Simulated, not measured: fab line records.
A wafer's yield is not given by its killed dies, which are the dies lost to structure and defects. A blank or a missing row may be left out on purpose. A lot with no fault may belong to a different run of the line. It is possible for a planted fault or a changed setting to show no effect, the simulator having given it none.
fab line records | flow n5Finfet
record: lots: 5 wafers: 15 lastDay: 15
route steps=1938 shown BEOL_M9@1452 BEOL_M10@1470
lots with no fault: from the same line, run without faults
startH: hours from the record's opening day to when the first of the lot's shown wafers began | waitH: how many hours have passed since the lot's step before this one | " the same as in the row above | L1.1+2: one row covering several wafers at once | - no value, or no start was given | * or withheld: withheld | < > ~ a bound
route shown NAME@n: NAME is a module with steps in the file, n the number in the route of the first one | usual: the fault-free wafers' mean and standard deviation | same: alike in all rows | chamber/n: place in a boat | sites: each site's reading | _std_site: their standard deviation | _edge_site: mean of outer sites minus mean of inner sites | radiusMm: for every site, how far away it sits from the centre of the wafer | mask NAME#n: copy n | behind: the last tool/chamber to shape the wafer | hold: the reason the lot was held/the length of the hold in hours/how it ended | device: names the non-switching transistor (n, p or np) | end of line: the same wafers' tests at the end of the route | for a step that has no rows: nothing shown but its recipe | killed: dies lost to structure and defects at the first sort, not the wafer's yield | map: shows each die of a wafer: x if killed, . if not, _ if none is there
set.NAME: the setting as run; set.NAME@STEP: as run at that earlier step | model.NAME: the simulator's own value behind a step, which no gauge read
a table for each step, a row for each wafer; lots at some steps of the route
services: from which hour (startH, from the record's first day; less than 0 if before it) a tool's chamber was out of use, for how many hours, and why
== steps ==
step: N5_BEOL_M9_PRECLEAN_42
recipe: chemistry: residueRemover timeS: 60 tempC: 40
same: timeS: 60
columns lot.wafer tool chamber startH waitH
L074.4+5+6 wetBench-01 3,2,1 208.63 0.0
L078.2+3+4 wetBench-06 4,0,5 237.41 0.0
L086.2+5+6 wetBench-01 0,4,1 287.86 0.0
L084.2+3+4 wetBench-06 5,3,2 291.88 0.0
L087.1+4+6 wetBench-06 3,0,4 296.41 0.0
step: N5_BEOL_M9_SRD_43
recipe: timeS: 30 tempC: 23 rinseLiquid: diw dry: ipaMarangoni
same: timeS: 30
columns lot.wafer tool chamber startH waitH
L074.4+5+6 wetBench-01 3,2,1 208.64 0.0
L078.2+3+4 wetBench-06 4,0,5 237.43 0.0
L086.2+5+6 wetBench-01 0,4,1 287.88 0.0
L084.2+3+4 wetBench-06 5,3,2 291.90 0.0
L087.1+4+6 wetBench-06 3,0,4 296.43 0.0
step: N5_BEOL_M9_CD_MEAS_35
recipe: targetCdNm: 70 targetCdYNm: 40 polarity: opening
usual: cdNm: 70.1/0.57
columns lot.wafer tool chamber startH waitH cdNm
L074.4 cdSem-01 - 208.69 0.0 71.4
L074.5 " - " " 70.8
L074.6 " - " " 70.9
L078.2 cdSem-01 - 237.47 0.0 68.3
L078.3 " - " " 69.8
L078.4 " - " " 69.1
L086.2 cdSem-02 - 287.92 0.0 70.5
L086.5 " - " " 70.7
L086.6 " - " " 70.8
L084.2 cdSem-03 - 291.94 0.0 70.6
L084.3 " - " " 69.9
L084.4 " - " " 70.0
L087.1 cdSem-03 - 296.47 0.0 71.1
L087.4 " - " " 70.5
L087.6 " - " " 70.1
step: N5_BEOL_M9_CURE_72
recipe: tempC: 370 timeS: 120 ambient: DMADMS/He material: SiCOH_lowk
usual: lampPowerPct: 52.32/0.053 wafer_temp_C_max: 371.7/0.48
same: timeS: 120
columns lot.wafer tool chamber startH waitH lampPowerPct wafer_temp_C_max
L074.4 uvCure-01 2 209.32 0.6 52.33 371.6
L074.5 " 2 " " 52.32 372.1
L074.6 " 2 " " 52.42 372.3
L078.2 uvCure-03 0 237.56 0.1 52.27 372.4
L078.3 " 0 " " 52.41 371.6
L078.4 " 0 " " 52.35 371.0
L086.2 uvCure-02 0 288.01 0.1 52.40 371.5
L086.5 " 0 " " 52.34 371.5
L086.6 " 0 " " 52.36 371.3
L084.2 uvCure-01 0 292.03 0.1 52.34 371.0
L084.3 " 0 " " 52.19 371.2
L084.4 " 0 " " 52.32 370.7
L087.1 uvCure-01 0 296.51 0.0 52.26 371.0
L087.4 " 0 " " 52.30 370.7
L087.6 " 0 " " 52.42 371.1
step: N5_BEOL_M9_DEGAS_44
recipe: ambient: vacuum tempC: 250 timeS: 60
usual: heaterPowerW: 342/29
same: timeS: 60
columns lot.wafer tool chamber startH waitH heaterPowerW
L074.4 pvdSputter-03 - 210.40 0.9 322
L074.5 " - " " 356
L074.6 " - " " 275
L078.2 pvdSputter-02 - 239.31 1.7 358
L078.3 " - " " 365
L078.4 " - " " 346
L086.2 pvdSputter-01 - 288.40 0.3 307
L086.5 " - " " 377
L086.6 " - " " 316
L084.2 pvdSputter-02 - 292.33 0.2 327
L084.3 " - " " 350
L084.4 " - " " 336
L087.1 pvdSputter-01 - 296.84 0.3 374
L087.4 " - " " 326
L087.6 " - " " 367
step: N5_BEOL_M9_PRE_CLEAN_45
recipe: gas: H2/He timeS: 30 tempC: 250
usual: heaterPowerW: 342/28
same: timeS: 30
columns lot.wafer tool chamber startH waitH heaterPowerW
L074.4 pvdSputter-03 - 210.44 0.0 314
L074.5 " - " " 348
L074.6 " - " " 291
L078.2 pvdSputter-02 - 239.35 0.0 349
L078.3 " - " " 363
L078.4 " - " " 334
L086.2 pvdSputter-01 - 288.44 0.0 286
L086.5 " - " " 388
L086.6 " - " " 315
L084.2 pvdSputter-02 - 292.37 0.0 344
L084.3 " - " " 350
L084.4 " - " " 342
L087.1 pvdSputter-01 - 296.88 0.0 374
L087.4 " - " " 313
L087.6 " - " " 372
step: N5_BEOL_M9_ALD_74
recipe: material: TaN targetThkA: 20 tempC: 275 aldPrecursorFamily: PDMAT aldCoReactant: NH3 pressureTorr: 3 carrierFlowSccm: 1500 pulseTimeS: 2 purgeTimeS: 3 coReactantPurgeTimeS: 2 coReactantPulseTimeS: 3 aldCycles: 40 precursorVesselTempC: 75 precursorVesselPressureTorr: 26.25 precursorVesselCarrierSccm: 1000
usual: heaterPowerW: 426/41
same: pulseTimeS: 2
columns lot.wafer tool chamber startH waitH heaterPowerW
L074.4 aldMetal-04 0 210.50 0.0 490
L074.5 " 0 " " 471
L074.6 " 3 " " 460
L078.2 aldMetal-02 1 239.43 0.1 418
L078.3 " 0 " " 432
L078.4 " 3 " " 489
L086.2 aldMetal-02 2 288.50 0.0 470
L086.5 " 2 " " 478
L086.6 " 1 " " 416
L084.2 aldMetal-03 3 292.43 0.0 397
L084.3 " 1 " " 411
L084.4 " 2 " " 472
L087.1 aldMetal-02 1 296.94 0.0 414
L087.4 " 2 " " 471
L087.6 " 3 " " 472
step: N5_BEOL_M9_SURFACE_TREAT_79
recipe: gas: Ar timeS: * ionEnergyEv: * ionCurrentMaCm2: 0.5 pressureMtorr: * arFlowSccm: 30
usual: pressureMtorr: * throttleValvePct: *
same: timeS: *
columns lot.wafer tool chamber startH waitH pressureMtorr throttleValvePct
L074.4 pvdSputter-03 - 210.84 0.2 * *
L074.5 " - " " * *
L074.6 " - " " * *
L078.2 pvdSputter-03 - 239.79 0.2 * *
L078.3 " - " " * *
L078.4 " - " " * *
L086.2 pvdSputter-02 - 288.96 0.3 * *
L086.5 " - " " * *
L086.6 " - " " * *
L084.2 pvdSputter-02 - 292.79 0.2 * *
L084.3 " - " " * *
L084.4 " - " " * *
L087.1 pvdSputter-01 - 297.24 0.2 * *
L087.4 " - " " * *
L087.6 " - " " * *
step: N5_BEOL_M9_CVD_78
recipe: material: Co targetThkA: 20 tempC: withheld precursor: CCTBA/H2 pressureTorr: 30 timeS: 138.9
same: timeS: 138.9
columns lot.wafer tool chamber startH waitH
L074.4+5+6 cvdCo-01 2,1,0 211.18 0.3
L078.2+3+4 cvdCo-01 2,0,0 239.87 0.1
L086.2+5+6 cvdCo-02 1,1,0 289.07 0.1
L084.2+3+4 cvdCo-02 0,1,1 292.91 0.1
L087.1+4+6 cvdCo-02 2,2,0 297.31 0.0
step: N5_BEOL_M9_SPUTTER_48
recipe: material: Cu targetThkA: 120 tempC: -20 biasV: 60 powerW: 26000 chamberPressurePa: 0.13 timeS: 2
usual: cathodeDcPowerW: 26000/4.4 substrateTempC: -20.00/0.11 throttleValvePct: 29.7/1.3
same: timeS: 2
columns lot.wafer tool chamber startH waitH cathodeDcPowerW substrateTempC throttleValvePct
L074.4 pvdSputter-02 - 211.32 0.1 25999 -20.10 31.0
L074.5 " - " " 25995 -20.01 31.2
L074.6 " - " " 25997 -20.07 31.0
L078.2 pvdSputter-03 - 240.07 0.2 25992 -20.02 30.5
L078.3 " - " " 26001 -20.01 28.7
L078.4 " - " " 25996 -20.09 28.2
L086.2 pvdSputter-01 - 289.18 0.1 26003 -19.90 30.3
L086.5 " - " " 26007 -19.97 28.1
L086.6 " - " " 26000 -20.04 30.6
L084.2 pvdSputter-02 - 293.07 0.1 26001 -20.04 31.0
L084.3 " - " " 25998 -20.01 30.8
L084.4 " - " " 26002 -19.96 30.9
L087.1 pvdSputter-01 - 297.48 0.1 25997 -19.99 31.6
L087.4 " - " " 25994 -20.14 30.6
L087.6 " - " " 26009 -20.03 31.4
step: N5_BEOL_M9_ECD_50
recipe: material: Cu targetThkA: 3180
columns lot.wafer tool chamber startH waitH
L074.4+5+6 ecdCu-02 0,1,0 211.47 0.1
L078.2+3+4 ecdCu-02 0,1,0 240.19 0.1
L086.2+5+6 ecdCu-02 1,0,1 289.30 0.1
L084.2+3+4 ecdCu-02 1,0,1 293.19 0.1
L087.1+4+6 ecdCu-01 0,1,1 297.60 0.1
step: N5_BEOL_M9_ANNEAL_51
recipe: tempC: 225 timeS: 90 ambient: N2
usual: wafer_temp_C_max: 226.10/0.24
same: timeS: 90
columns lot.wafer tool chamber startH waitH wafer_temp_C_max
L074.4 rtpAnneal-01 0 211.69 0.2 225.79
L074.5 " 0 " " 226.34
L074.6 " 0 " " 226.16
L078.2 rtpAnneal-02 0 240.35 0.1 225.75
L078.3 " 0 " " 225.85
L078.4 " 0 " " 226.02
L086.2 rtpAnneal-01 0 289.50 0.2 226.20
L086.5 " 0 " " 226.13
L086.6 " 0 " " 225.95
L084.2 rtpAnneal-02 0 293.35 0.1 225.88
L084.3 " 0 " " 226.35
L084.4 " 0 " " 225.99
L087.1 rtpAnneal-01 0 298.21 0.6 226.32
L087.4 " 0 " " 226.21
L087.6 " 0 " " 226.29
step: N5_BEOL_M9_CMP_52
recipe: stopOn: SiCOH_lowk tOverpolishS: 7 downForcePsi: 1 platenRpm: 50 clearingPlatenDownForcePsi: 1.5 clearingPlatenRpm: 50 postCmpClean: cuAlkaline targetThkNm: 140 clearingPlatenPadVelocityMS: 0.99484 padVelocityMS: 0.99484
usual: barrierFieldEndpointS: 29.0/0.81 motorCurrentA: 6.1/0.57 overpolishRunS: 6.998/0.0093 retainingRingPressureFrac: 1.000/0.0049 slurryFlowMlMin: 150.0/0.47 timeToEndpointS: 67/3.1
same: tOverpolishS: 7
columns lot.wafer tool chamber startH waitH barrierFieldEndpointS motorCurrentA overpolishRunS retainingRingPressureFrac slurryFlowMlMin timeToEndpointS
L074.4 cmp-02 2 211.85 0.1 29.7 6.0 6.996 1.005 149.0 72
L074.6 " 2 " " 30.7 6.3 6.991 0.986 149.2 74
L074.5 " 3 " " 29.4 6.7 6.990 1.000 150.0 67
L078.3 cmp-01 3 240.60 0.2 28.3 6.4 7.007 0.999 150.5 68
L078.4 " 0 " " 27.7 7.2 6.999 0.999 149.9 63
L078.2 " 2 " " 27.9 5.9 6.989 1.000 149.9 65
L086.2 cmp-01 1 289.83 0.3 28.1 6.5 6.997 0.995 150.6 64
L086.5 " 3 " " 29.9 5.9 7.001 0.996 150.1 71
L086.6 " 0 " " 28.9 7.0 6.999 1.005 150.4 69
L084.2 cmp-01 0 293.61 0.2 28.7 7.8 7.008 0.995 150.0 66
L084.4 " 1 " " 28.8 6.4 7.000 1.007 150.1 68
L084.3 " 3 " " 30.6 6.0 6.993 1.005 150.6 70
L087.4 cmp-04 2 298.51 0.1 29.4 5.7 7.007 1.002 150.4 68
L087.1 " 0 " " 28.7 5.8 6.984 1.007 149.8 62
L087.6 " 3 " " 29.4 5.8 7.007 1.009 150.3 69
step: N5_BEOL_M9_THK_MEAS_53
recipe: thkMeasGauge: xrf reads: Cu_of_BEOL_M9_ECD_50
usual: M9_THK: 139.8/2.7
columns lot.wafer tool chamber startH waitH M9_THK[nm]
L074.4 filmMetro-01 - 212.15 - 135.7
L074.5 " - " " 139.8
L074.6 " - " " 136.1
L078.2 filmMetro-01 - 240.89 - 138.3
L078.3 " - " " 139.6
L078.4 " - " " 139.3
L086.2 filmMetro-01 - 290.05 - 139.5
L086.5 " - " " 141.2
L086.6 " - " " 142.2
L084.2 filmMetro-01 - 293.91 - 139.3
L084.3 " - " " 143.6
L084.4 " - " " 136.8
L087.1 filmMetro-01 - 298.80 - 143.8
L087.4 " - " " 138.8
L087.6 " - " " 143.3
step: N5_BEOL_M9_PRE_CLEAN_55
recipe: gas: NH3 timeS: 15 tempC: withheld rfPowerW: 300
same: timeS: 15
columns lot.wafer tool chamber startH waitH
L074.4+5+6 pecvd-03 0,0,1 212.19 0.0
L078.2+3+4 pecvd-04 0,2,0 240.93 0.0
L086.2+5+6 pecvd-04 0,0,1 290.08 0.0
L084.2+3+4 pecvd-01 2,1,2 293.95 0.0
L087.1+4+6 pecvd-04 2,1,0 298.84 0.0
step: N5_BEOL_M9_DEP_56
recipe: material: SiCN targetThkA: 150 tempC: withheld precursor: 3MS/NH3 pressureTorr: 3 rfW: 202 timeS: 26.5
usual: showerheadPlenumPTorr: 3.674/0.017 throttleValvePct: 9.1/0.54
same: timeS: 26.5
columns lot.wafer tool chamber startH waitH showerheadPlenumPTorr throttleValvePct
L074.4 pecvd-03 0 212.24 0.0 3.694 9.4
L074.5 " 0 " " 3.694 9.6
L074.6 " 1 " " 3.693 9.7
L078.2 pecvd-04 0 240.97 0.0 3.654 9.5
L078.3 " 2 " " 3.664 8.6
L078.4 " 0 " " 3.655 9.4
L086.2 pecvd-04 0 290.11 0.0 3.659 9.5
L086.5 " 0 " " 3.655 9.8
L086.6 " 1 " " 3.679 8.7
L084.2 pecvd-01 2 293.97 0.0 3.639 8.4
L084.3 " 1 " " 3.681 9.2
L084.4 " 2 " " 3.646 8.4
L087.1 pecvd-04 2 298.87 0.0 3.645 8.4
L087.4 " 1 " " 3.683 8.8
L087.6 " 0 " " 3.659 9.6
step: N5_BEOL_M9_RS_MEAS_57
recipe: thkMeasGauge: four-point-probe reads: Cu_of_BEOL_M9_ECD_50+Co_of_BEOL_M9_CVD_78+TaN_of_BEOL_M9_ALD_74
usual: M9_RS: 0.151/0.0031
columns lot.wafer tool chamber startH waitH M9_RS[ohm/sq]
L074.4 filmMetro-01 - 212.31 0.1 0.155
L074.5 " - " " 0.151
L074.6 " - " " 0.155
L078.2 filmMetro-02 - 241.06 0.1 0.153
L078.3 " - " " 0.152
L078.4 " - " " 0.152
L086.2 filmMetro-02 - 290.18 0.1 0.152
L086.5 " - " " 0.150
L086.6 " - " " 0.149
L084.2 filmMetro-01 - 294.04 0.1 0.153
L084.3 " - " " 0.149
L084.4 " - " " 0.156
L087.1 filmMetro-02 - 298.94 0.1 0.149
L087.4 " - " " 0.155
L087.6 " - " " 0.150
step: N5_BEOL_M9_INSPECT_58
recipe: inspectInstrument: darkfield mode: postDep
usual: rawDefectCount: 70/21
columns lot.wafer tool chamber startH waitH rawDefectCount
L074.4 defectInspect-02 - 212.34 0.0 58
L074.5 " - " " 66
L074.6 " - " " 57
L078.2 defectInspect-01 - 241.09 0.0 42
L078.3 " - " " 54
L078.4 " - " " 48
L086.2 defectInspect-01 - 290.21 0.0 87
L086.5 " - " " 112
L086.6 " - " " 63
L084.2 defectInspect-02 - 294.07 0.0 94
L084.3 " - " " 90
L084.4 " - " " 82
L087.1 defectInspect-01 - 298.96 0.0 72
L087.4 " - " " 47
L087.6 " - " " 32
step: N5_BEOL_M10_ILD_DEP_00
recipe: material: SiCOH_lowk targetThkA: 3085.1 tempC: 300 precursor: DEMS/porogen pressureTorr: 5 rfW: 500 timeS: 58
usual: heaterPowerW: 316/64 showerheadPlenumPTorr: 5.748/0.018 throttleValvePct: 14.0/0.76
same: timeS: 58
columns lot.wafer tool chamber startH waitH heaterPowerW showerheadPlenumPTorr throttleValvePct
L074.4 pecvd-02 0 212.40 0.1 478 5.740 13.5
L074.5 " 2 " " 268 5.746 13.5
L074.6 " 1 " " 240 5.737 15.1
L078.2 pecvd-02 2 241.12 0.0 254 5.740 13.6
L078.3 " 1 " " 208 5.724 15.0
L078.4 " 0 " " 471 5.751 13.7
L086.2 pecvd-03 0 290.24 0.0 379 5.767 14.5
L086.5 " 1 " " 314 5.753 14.7
L086.6 " 0 " " 378 5.774 14.4
L084.2 pecvd-03 0 294.11 0.0 340 5.750 14.6
L084.3 " 2 " " 293 5.732 12.6
L084.4 " 2 " " 299 5.746 12.8
L087.1 pecvd-02 1 299.00 0.0 247 5.747 14.9
L087.4 " 1 " " 256 5.743 14.8
L087.6 " 0 " " 476 5.755 13.8
step: N5_BEOL_M10_CURE_71
recipe: tempC: 385 timeS: 240 ambient: He/Ar material: SiCOH_lowk
usual: lampPowerPct: 52.31/0.053 wafer_temp_C_max: 386.9/0.63
same: timeS: 240
columns lot.wafer tool chamber startH waitH lampPowerPct wafer_temp_C_max
L074.4 uvCure-03 1 212.69 0.3 52.36 386.3
L074.5 " 1 " " 52.31 386.4
L074.6 " 1 " " 52.38 386.7
L078.2 uvCure-01 2 241.36 0.2 52.25 387.2
L078.3 " 2 " " 52.29 386.9
L078.4 " 2 " " 52.34 386.6
L086.2 uvCure-02 0 290.40 0.1 52.33 387.3
L086.5 " 0 " " 52.26 386.5
L086.6 " 0 " " 52.32 386.4
L084.2 uvCure-02 1 294.26 0.1 52.30 386.7
L084.3 " 1 " " 52.27 386.1
L084.4 " 1 " " 52.31 386.6
L087.1 uvCure-02 1 299.08 0.0 52.27 386.7
L087.4 " 1 " " 52.35 386.7
L087.6 " 1 " " 52.31 386.6
step: N5_BEOL_M10_THK_MEAS_01
recipe: reads: SiCOH_lowk_of_BEOL_M10_ILD_DEP_00
usual: M10_ILD_THK: 267/3.3
columns lot.wafer tool chamber startH waitH M10_ILD_THK[nm]
L074.4 filmMetro-01 - 212.97 0.2 271
L074.5 " - " " 269
L074.6 " - " " 267
L078.2 filmMetro-02 - 242.19 0.7 261
L078.3 " - " " 263
L078.4 " - " " 269
L086.2 filmMetro-02 - 290.83 0.4 271
L086.5 " - " " 274
L086.6 " - " " 275
L084.2 filmMetro-01 - 294.70 0.4 263
L084.3 " - " " 264
L084.4 " - " " 267
L087.1 filmMetro-01 - 299.59 0.4 266
L087.4 " - " " 271
L087.6 " - " " 270
step: N5_BEOL_M10_PECVD_70
recipe: material: SiO2 targetThkA: 200 tempC: 400 precursor: TEOS/O2 pressureTorr: 5.5 rfW: 450 teosFlowSccm: 53.8 gas: O2 flowSccm: 3000 timeS: 22.7
usual: heaterPowerW: 727/95 showerheadPlenumPTorr: 8.82/0.074 throttleValvePct: 22.4/1.3
same: timeS: 22.7
columns lot.wafer tool chamber startH waitH heaterPowerW showerheadPlenumPTorr throttleValvePct
L074.4 pecvd-02 2 213.02 0.1 668 8.77 22.1
L074.5 " 1 " " 548 8.80 23.8
L074.6 " 0 " " 1013 8.83 22.0
L078.2 pecvd-03 2 242.23 0.0 730 8.74 20.4
L078.3 " 0 " " 823 8.92 23.1
L078.4 " 2 " " 759 8.74 20.4
L086.2 pecvd-03 0 290.87 0.0 725 8.91 23.5
L086.5 " 2 " " 610 8.73 20.8
L086.6 " 0 " " 715 8.91 23.6
L084.2 pecvd-03 2 294.74 0.0 735 8.74 20.5
L084.3 " 2 " " 762 8.75 20.7
L084.4 " 1 " " 729 8.92 24.1
L087.1 pecvd-03 1 299.63 0.0 741 8.92 23.9
L087.4 " 2 " " 697 8.76 20.9
L087.6 " 2 " " 690 8.74 20.9
step: N5_BEOL_M10_HM_DEP_02
recipe: material: TiN targetThkA: 200 tempC: 25 chamberPressurePa: 0.49996
usual: substrateTempC: 25.01/0.1 throttleValvePct: 29.9/1.3
columns lot.wafer tool chamber startH waitH substrateTempC throttleValvePct
L074.4 pvdSputter-01 - 214.32 1.3 25.02 31.9
L074.5 " - " " 25.10 28.1
L074.6 " - " " 24.98 29.2
L078.2 pvdSputter-03 - 243.90 1.6 25.00 28.5
L078.3 " - " " 24.97 30.7
L078.4 " - " " 24.93 28.3
L086.2 pvdSputter-02 - 291.78 0.9 24.98 31.1
L086.5 " - " " 24.88 30.9
L086.6 " - " " 25.01 31.0
L084.2 pvdSputter-01 - 296.74 2.0 25.17 30.7
L084.3 " - " " 25.05 28.0
L084.4 " - " " 25.08 31.4
L087.1 pvdSputter-03 - 301.39 1.7 24.97 30.5
L087.4 " - " " 25.13 28.5
L087.6 " - " " 25.01 29.0
step: N5_BEOL_M10_COAT_59
recipe: resist: SOC tempC: 250 timeS: 60 spinRpm: 1500 resistThkNm: 100
usual: dispensePressureKPa: 51/4.7 resistLineTempC: 23.03/0.1
same: timeS: 60
columns lot.wafer tool chamber startH waitH dispensePressureKPa resistLineTempC
L074.4 lithoTrack-02 0 214.45 0.1 53 23.00
L074.5 " 0 " " 53 23.15
L074.6 " 0 " " 53 23.06
L078.2 lithoTrack-05 0 244.03 0.1 43 22.97
L078.3 " 0 " " 43 22.98
L078.4 " 0 " " 43 22.91
L086.2 lithoTrack-03 0 291.92 0.1 54 22.89
L086.5 " 0 " " 54 22.77
L086.6 " 0 " " 54 22.79
L084.2 lithoTrack-03 0 296.87 0.1 54 23.07
L084.3 " 0 " " 54 23.07
L084.4 " 0 " " 54 23.22
L087.1 lithoTrack-03 0 301.51 0.1 54 23.39
L087.4 " 0 " " 54 23.22
L087.6 " 0 " " 54 23.05
step: N5_BEOL_M10_COAT_60
recipe: resist: SiARC tempC: 220 timeS: 60 spinRpm: 1500 resistThkNm: 30
usual: dispensePressureKPa: 51/4.8 resistLineTempC: 22.98/0.089
same: timeS: 60
columns lot.wafer tool chamber startH waitH dispensePressureKPa resistLineTempC
L074.4 lithoTrack-02 0 - - 53 22.90
L074.5 " 0 " " 53 23.13
L074.6 " 0 " " 53 22.98
L078.2 lithoTrack-05 0 - - 43 23.14
L078.3 " 0 " " 43 23.11
L078.4 " 0 " " 43 23.04
L086.2 lithoTrack-03 0 - - 54 22.89
L086.5 " 0 " " 54 23.09
L086.6 " 0 " " 54 22.89
L084.2 lithoTrack-03 0 - - 54 23.04
L084.3 " 0 " " 54 22.81
L084.4 " 0 " " 54 22.92
L087.1 lithoTrack-03 0 - - 54 22.89
L087.4 " 0 " " 54 22.98
L087.6 " 0 " " 54 22.92
step: N5_BEOL_M10_COAT_05
recipe: resist: CAR-ArF spinRpm: 1500 resistThkNm: 90
usual: dispensePressureKPa: 51/4.7 resistLineTempC: 22.98/0.11
columns lot.wafer tool chamber startH waitH dispensePressureKPa resistLineTempC
L074.4 lithoTrack-02 0 - - 53 22.82
L074.5 " 0 " " 53 22.92
L074.6 " 0 " " 52 22.96
L078.2 lithoTrack-05 0 - - 43 23.04
L078.3 " 0 " " 43 22.97
L078.4 " 0 " " 43 23.01
L086.2 lithoTrack-03 0 - - 54 22.93
L086.5 " 0 " " 54 22.83
L086.6 " 0 " " 54 23.05
L084.2 lithoTrack-03 0 - - 54 22.91
L084.3 " 0 " " 54 22.88
L084.4 " 0 " " 54 22.98
L087.1 lithoTrack-03 0 - - 54 23.03
L087.4 " 0 " " 54 22.81
L087.6 " 0 " " 54 22.95
step: N5_BEOL_M10_EBR_07
recipe: solvent: PGMEA ebrWidthMm: 1.5
usual: resistLineTempC: 22.98/0.093
columns lot.wafer tool chamber startH waitH resistLineTempC
L074.4 lithoTrack-02 0 - - 22.95
L074.5 " 0 " " 22.97
L074.6 " 0 " " 22.92
L078.2 lithoTrack-05 0 - - 22.92
L078.3 " 0 " " 22.81
L078.4 " 0 " " 22.96
L086.2 lithoTrack-03 0 - - 22.95
L086.5 " 0 " " 22.87
L086.6 " 0 " " 22.81
L084.2 lithoTrack-03 0 - - 23.00
L084.3 " 0 " " 23.00
L084.4 " 0 " " 22.79
L087.1 lithoTrack-03 0 - - 23.05
L087.4 " 0 " " 23.05
L087.6 " 0 " " 23.19
step: N5_BEOL_M10_SOFTBAKE_06
recipe: tempC: 110 timeS: 60 resist: CAR-ArF
usual: resistLineTempC: 23.02/0.087
same: timeS: 60
columns lot.wafer tool chamber startH waitH resistLineTempC
L074.4 lithoTrack-02 0 - - 23.07
L074.5 " 0 " " 22.95
L074.6 " 0 " " 23.11
L078.2 lithoTrack-05 0 - - 23.01
L078.3 " 0 " " 23.06
L078.4 " 0 " " 23.04
L086.2 lithoTrack-03 0 - - 22.95
L086.5 " 0 " " 22.86
L086.6 " 0 " " 23.04
L084.2 lithoTrack-03 0 - - 23.13
L084.3 " 0 " " 23.05
L084.4 " 0 " " 23.00
L087.1 lithoTrack-03 0 - - 22.98
L087.4 " 0 " " 23.02
L087.6 " 0 " " 22.85
step: N5_BEOL_M10_EXPOSE_08
recipe: maskId: M10 na: 1.35 sourceShape: dipole sigmaInner: 0.411 sigmaOuter: 0.611 polarization: te doseMj: 53.75
usual: stageVelMmS: 499.91/0.29
same: sigmaOuter: 0.611
columns lot.wafer tool chamber startH waitH mask stageVelMmS
L074.4 arfiScanner-03 0 214.71 - M10#0 499.72
L074.5 " 0 " " M10#0 499.93
L074.6 " 0 " " M10#0 500.39
L078.2 arfiScanner-01 0 244.27 - M10#0 499.83
L078.3 " 0 " " M10#0 499.67
L078.4 " 0 " " M10#0 499.91
L086.2 arfiScanner-02 0 292.04 - M10#0 500.32
L086.5 " 0 " " M10#0 499.89
L086.6 " 0 " " M10#0 500.03
L084.2 arfiScanner-02 0 297.18 - M10#0 499.53
L084.3 " 0 " " M10#0 499.77
L084.4 " 0 " " M10#0 499.85
L087.1 arfiScanner-01 0 301.75 - M10#0 499.86
L087.4 " 0 " " M10#0 499.66
L087.6 " 0 " " M10#0 500.22
step: N5_BEOL_M10_PEB_09
recipe: pebTempC: withheld pebTimeS: 60 resist: CAR-ArF
usual: resistLineTempC: 23.01/0.098
columns lot.wafer tool chamber startH waitH resistLineTempC
L074.4 lithoTrack-05 0 214.76 0.0 23.02
L074.5 " 0 " " 23.02
L074.6 " 0 " " 23.00
L078.2 lithoTrack-02 0 244.33 0.0 23.14
L078.3 " 0 " " 23.06
L078.4 " 0 " " 23.03
L086.2 lithoTrack-05 0 292.10 0.0 22.92
L086.5 " 0 " " 22.91
L086.6 " 0 " " 23.04
L084.2 lithoTrack-03 0 297.24 0.0 22.84
L084.3 " 0 " " 22.98
L084.4 " 0 " " 23.04
L087.1 lithoTrack-05 0 301.81 0.1 22.97
L087.4 " 0 " " 22.91
L087.6 " 0 " " 23.02
step: N5_BEOL_M10_DEVELOP_10
recipe: developTimeS: 30 developer: TMAH resist: CAR-ArF rinseLiquid: diw dry: airSpin devTempC: 23
usual: resistLineTempC: 23.03/0.11
columns lot.wafer tool chamber startH waitH resistLineTempC
L074.4 lithoTrack-05 0 - - 23.04
L074.5 " 0 " " 23.09
L074.6 " 0 " " 22.93
L078.2 lithoTrack-02 0 - - 23.05
L078.3 " 0 " " 23.02
L078.4 " 0 " " 23.18
L086.2 lithoTrack-05 0 - - 22.94
L086.5 " 0 " " 22.87
L086.6 " 0 " " 22.92
L084.2 lithoTrack-03 0 - - 22.96
L084.3 " 0 " " 23.05
L084.4 " 0 " " 22.94
L087.1 lithoTrack-05 0 - - 22.99
L087.4 " 0 " " 23.28
L087.6 " 0 " " 23.02
step: N5_BEOL_M10_CD_MEAS_11
recipe: targetCdNm: 64.1 landingEnergyEv: 500 detector: seInlens polarity: opening
usual: cdNm: 64.4/0.54
same: landingEnergyEv: 500
columns lot.wafer tool chamber startH waitH cdNm
L074.4 cdSem-01 0 214.82 - 62.8
L074.5 " 0 " " 63.8
L074.6 " 0 " " 63.5
L078.2 cdSem-02 0 244.40 - 64.2
L078.3 " 0 " " 63.8
L078.4 " 0 " " 64.7
L086.2 cdSem-02 0 292.16 - 64.2
L086.5 " 0 " " 64.9
L086.6 " 0 " " 65.0
L084.2 cdSem-03 0 297.30 - 64.6
L084.3 " 0 " " 64.3
L084.4 " 0 " " 64.6
L087.1 cdSem-02 0 301.88 - 64.4
L087.4 " 0 " " 64.0
L087.6 " 0 " " 63.7
step: N5_BEOL_M10_OVL_MEAS_12
recipe: pointsPerWafer: 44
usual: M10_OVL: 0.0/0.8
columns lot.wafer tool chamber startH waitH M10_OVL[nm]
L074.4 overlay-01 0 214.85 0.0 -0.1
L074.5 " 0 " " -0.8
L074.6 " 0 " " 0.7
L078.2 overlay-01 0 244.42 0.0 0.1
L078.3 " 0 " " -0.4
L078.4 " 0 " " -2.1
L086.2 overlay-02 0 292.19 0.0 0.7
L086.5 " 0 " " 0.1
L086.6 " 0 " " 0.1
L084.2 overlay-01 0 297.33 0.0 1.3
L084.3 " 0 " " 1.4
L084.4 " 0 " " 0.3
L087.1 overlay-01 0 301.91 0.0 -1.3
L087.4 " 0 " " 0.2
L087.6 " 0 " " -0.2
== services ==
columns tool chamber startH hours kind
uvCure-03 - 185.94 1.0 pm
pecvd-02 1 189.86 2.9 repair
arfiScanner-01 - 194.00 3.1 pm
pecvd-01 2 194.03 10.1 repair
pecvd-01 - 196.98 0.2 repair
uvCure-02 - 197.37 0.4 repair
arfiScanner-02 - 201.14 4.9 pm
aldMetal-02 3 209.07 23.7 repair
cvdCo-02 - 209.75 6.0 pm
uvCure-03 - 219.58 1.7 repair
uvCure-02 - 220.53 7.5 pm
aldMetal-02 2 228.14 6.6 repair
uvCure-01 - 230.22 6.0 pm
arfiScanner-02 - 233.13 0.8 pm
cmp-01 - 236.34 4.0 pm
arfiScanner-01 - 244.80 1.3 pm
pecvd-01 2 247.92 5.4 repair
cvdCo-02 - 258.29 2.3 repair
uvCure-02 - 264.74 2.1 pm
pecvd-03 0 275.91 7.4 repair
cvdCo-02 - 276.57 2.8 pm
pecvd-04 - 278.25 1.6 repair
pvdSputter-03 - 279.46 4.2 repair
pecvd-03 1 301.75 6.2 repair
== key ==
fault none
